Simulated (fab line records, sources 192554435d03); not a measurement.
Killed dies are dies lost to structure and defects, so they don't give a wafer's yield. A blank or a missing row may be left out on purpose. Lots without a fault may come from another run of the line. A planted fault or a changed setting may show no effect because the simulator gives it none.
Chamber matching | flow n5_finfet | N5_BEOL_M8_STRIP_36 on rie_diel-01: 4 sister chambers
The step strips in N2/H2. 4 wafers are shown with their chamber, then 8 later ones without.

WAFERS WITH THEIR CHAMBER
wafer  | chamber | drypump_motor_current_A (A)
L085.6 | 2       | 4.8
L086.5 | 0       | 5.6
L086.6 | 1       | 6.1
L088.1 | 3       | 5.2

WAFERS WITHOUT THEIR CHAMBER
wafer  | drypump_motor_current_A (A)
L088.2 | 4.8
L088.6 | 4.8
L093.1 | 5.6
L093.3 | 4.8
L093.5 | 4.8
L094.1 | 5.2
L094.2 | 6.1
L094.5 | 6.2

WHICH CHAMBER EACH WENT THROUGH
wafer  | from the rows above | in truth
L088.2 | 2                   | 2
L088.6 | 2                   | 2
L093.1 | 0                   | 0
L093.3 | 2                   | 2
L093.5 | 2                   | 2
L094.1 | 3                   | 3
L094.2 | 1                   | 1
L094.5 | 1                   | 1
Placed correctly: 8 of 8. Can't be placed from these rows: 0. Placed wrongly: 0.
How it was worked out, from the rows above alone: a wafer's distance from a chamber is the root of the sum, over the readings, of the square of ((its reading less the chamber's mean) divided by the reading's scatter). The wafer belongs to the nearest chamber; if the next one is less than 2 further off, it can't be placed. A chamber's mean is the mean of its shown wafers. The scatter: with one shown wafer a chamber, the root of the mean of the squares of how far each hidden wafer lies from its nearest shown one.
